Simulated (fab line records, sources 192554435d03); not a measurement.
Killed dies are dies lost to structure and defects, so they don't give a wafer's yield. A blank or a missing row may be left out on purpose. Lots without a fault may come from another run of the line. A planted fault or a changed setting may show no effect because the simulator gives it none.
A struck lot beside a sound one | flow n5_finfet | 15 steps out of a route of 1938
Sound: wafers L905.1, L905.2, L905.6. Struck: wafers L922.2, L922.5. (L922.4 of the same lot was not struck and is left out.) The cause comes at the end.
At each step with rows: each side's tool, then ch and its chambers, then its first start. Under that, the readings that differ: sound wafers | struck wafers | difference of the means | sigmas: that difference in standard deviations of wafers without a fault.
alike: readings whose means differ by less than 2 such deviations, and words and numbers that are the same on both sides. not compared: withheld readings, readings that some wafer has no value for, bounds like >300 that may hide the same value, and numbers for which the record gives no deviation and whose values overlap.
The two part at a step that has a row with sigmas, a row that says differs or no value, or rows on one side only. Numbers that don't overlap but have no deviation are shown without sigmas and don't part them. A reading that every wafer of one side lacks parts them only if that side has two wafers or more.

first, 1 step without rows for these wafers: N5_HKMG_FIN_COAT_66 (time 60 s, resist thk 300 nm).
N5_HKMG_FIN_ETCH_67: etches SOC in N2/H2, stops on TiN, target depth 388.9 nm.
  sound on rie_diel-01 ch 0,1,2, day 4 03:12; struck on rie_diel-05 ch 0,2, day 8 13:17
  alike: chamber_pressure_mTorr, drypump_motor_current_A, h2_flow_sccm, oes_product_au, rf_fwd_power_W, rf_vpp_V, showerhead_plenum_p_Torr, throttle_valve_pct
  not compared: rf_hours_counter_h
then, 2 steps without rows for these wafers: N5_HKMG_FIN_STRIP_90 (strips SOC in N2/H2, time 20 s); N5_HKMG_FIN_WET_ETCH_73 (etches the open film in SC1, time 42.3 s, target depth 1.3 nm, rinse time 30 s).
N5_HKMG_FIN_ETCHBACK_68: etches the open film in Cl2/Ar, stops on HfO2, target depth 0.5 nm.
  sound on rie_metal-02 ch 0,1, day 4 03:25; struck on rie_metal-03 ch 0,1, day 8 13:31
  alike: chamber_pressure_mTorr, drypump_motor_current_A, oes_product_au, rf_fwd_power_W, throttle_valve_pct
  not compared: rf_hours_counter_h
then, 1 step without rows for these wafers: N5_HKMG_FIN_STRIP_69 (strips in N2/H2, time 360 s).
N5_HKMG_FIN_ALD_21: deposits TiN, target thk 1.5 nm, pulse time 1 s, purge time 3 s.
  sound on ald_metal-03 ch 0,1,2, day 4 03:56; struck on ald_metal-03 ch 0,2, day 8 14:02
  alike: heater_power_w, precursor_pulse_height_rel, susceptor_temp_C
N5_HKMG_FIN_ALD_72: deposits W, target thk 2 nm, pulse time 1 s, purge time 2 s.
  sound on cvd_w-01 ch 0,1, day 4 04:18; struck on cvd_w-02 ch 0,1, day 8 14:23
  alike: heater_power_w, precursor_pulse_height_rel, susceptor_temp_C
then, 3 steps without rows for these wafers: N5_HKMG_FIN_W_FILL_22 (material W, target thk 60 nm, time 18.2 s); N5_HKMG_FIN_PRECLEAN_83 (cleans in DIW, time 57.5 s); N5_HKMG_FIN_SRD_84 (dry time 32 s).
N5_HKMG_FIN_CMP_23: polishes, stops on SiNx, t overpolish 10 s, target thk 46.326 nm.
  sound on cmp-03 ch 1,2,3, day 4 04:33; struck on cmp-03 ch 1, day 8 14:34
  alike: edge_zone_pressure_frac, head_pressure_psi, motor_current_A, overpolish_run_s, slurry_filter_dp_kPa, slurry_flow_ml_min, time_to_endpoint_s
N5_HKMG_FIN_CMP_94: polishes, stops on SiNx, t overpolish 4.7 s, target thk 43.299 nm.
  sound on cmp-03 ch 1,2,3, day 4 04:59; struck on cmp-03 ch 1, day 8 15:02
  reading                 | sound             | struck      | difference | sigmas
  head_pressure_psi (psi) | 4.006 3.996 4.005 | 3.806 3.791 | -0.204     | -23
  alike: edge_zone_pressure_frac, motor_current_A, slurry_filter_dp_kPa, slurry_flow_ml_min
-- the record jumps here: 4 days lie between the struck wafers' starts before and after (it left off in module HKMG_FIN and takes up again in module BEOL_M4, whose first step shown is number 1111 of the route) --
N5_BEOL_M4_RC_MEAS_101:
  sound on prober-02 ch 0, day 7 12:01; struck on prober-02 ch 0, day 12 04:51
  reading        | sound             | struck      | difference | sigmas
  DIBL_N (mV/V)  | 34.5 35.6 34.6    | 37.9 37.4   | +2.8       | +2
  DIBL_P (mV/V)  | 33.8 35.4 34.3    | 39.8 40.0   | +5.4       | +3
  IOFF_N (nA/um) | 0.116 0.142 0.120 | 0.212 0.206 | +0.083     | +4
  IOFF_P (nA/um) | 0.162 0.182 0.172 | 0.239 0.255 | +0.075     | +3
  ION_N (uA/um)  | 665 680 656       | 690 696     | +26        | +3
  ION_P (uA/um)  | 458 462 454       | 469 475     | +14        | +3
  SS_N (mV/dec)  | 71.2 70.8 71.3    | 72.2 72.4   | +1.2       | +2
  SS_P (mV/dec)  | 72.8 73.0 72.7    | 73.5 74.2   | +1.0       | +2
  VT_N (mV)      | 252.8 247.7 252.5 | 244.8 245.6 | -5.8       | -2
  alike: VT_P
-- the record jumps here: 4 days lie between the struck wafers' starts before and after (it left off in module BEOL_M4 and takes up again in module PASSIVATION, whose first step shown is number 1936 of the route) --
N5_PASSIVATION_PROBE_49:
  sound on prober-01, day 11 14:43; struck on prober-02, day 16 10:05
  alike: defect_limited_yield, killed_at_M0_to_M3, killed_at_M4_up, killed_at_contacts, killed_at_front_end, killed_at_other, killed_dies, killed_open, killed_short, sort_bin_5_function, sort_bin_6_memory, sort_n_pass, sort_yield_pct

WHERE THEY PART
First at N5_HKMG_FIN_CMP_94; last, within this record, at N5_BEOL_M4_RC_MEAS_101. Later steps at which nothing parts them and some readings are alike: N5_PASSIVATION_PROBE_49.

WHY: what the simulator had put in
Process parameter drift: cmp-03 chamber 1, from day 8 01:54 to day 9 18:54, at N5_HKMG_FIN_CMP_94. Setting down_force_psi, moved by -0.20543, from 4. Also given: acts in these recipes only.
